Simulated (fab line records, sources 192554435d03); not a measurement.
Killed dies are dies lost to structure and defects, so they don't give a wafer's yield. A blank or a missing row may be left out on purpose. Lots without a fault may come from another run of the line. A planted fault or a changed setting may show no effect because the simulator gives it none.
Chamber matching | flow n5_finfet | N5_BEOL_M14_ETCH_59 on rie_diel-05: 4 sister chambers
The step etches BARC in N2/H2, target depth 89 nm, overetch 26.7 nm, time 67.9 s. 8 wafers are shown with their chamber, then 9 later ones without.

WAFERS WITH THEIR CHAMBER
wafer  | chamber | showerhead_plenum_p_Torr (Torr) | drypump_motor_current_A (A)
L865.4 | 2       | 2.61                            | 6.0
L865.6 | 3       | 2.44                            | 6.0
L869.2 | 2       | 2.61                            | 6.1
L869.3 | 1       | 2.53                            | 6.6
L869.5 | 0       | 2.67                            | 5.7
L876.2 | 3       | 2.43                            | 6.0
L876.3 | 0       | 2.66                            | 5.7
L876.5 | 1       | 2.53                            | 6.7

WAFERS WITHOUT THEIR CHAMBER
wafer  | showerhead_plenum_p_Torr (Torr) | drypump_motor_current_A (A)
L880.3 | 2.60                            | 6.1
L880.4 | 2.52                            | 6.6
L880.5 | 2.60                            | 6.1
L884.1 | 2.52                            | 6.7
L884.2 | 2.65                            | 5.7
L884.5 | 2.66                            | 5.7
L882.4 | 2.52                            | 6.6
L882.5 | 2.52                            | 6.6
L882.6 | 2.60                            | 6.1

WHICH CHAMBER EACH WENT THROUGH
wafer  | from the rows above | in truth
L880.3 | 2                   | 2
L880.4 | 1                   | 1
L880.5 | 2                   | 2
L884.1 | 1                   | 1
L884.2 | 0                   | 0
L884.5 | 0                   | 0
L882.4 | 1                   | 1
L882.5 | 1                   | 1
L882.6 | 2                   | 2
Placed correctly: 9 of 9. Can't be placed from these rows: 0. Placed wrongly: 0.
How it was worked out, from the rows above alone: a wafer's distance from a chamber is the root of the sum, over the readings, of the square of ((its reading less the chamber's mean) divided by the reading's scatter). The wafer belongs to the nearest chamber; if the next one is less than 2 further off, it can't be placed. A chamber's mean is the mean of its shown wafers. The scatter: the root of (the sum of the squares of (reading less its chamber's mean) over the shown wafers, divided by (wafers less chambers)).
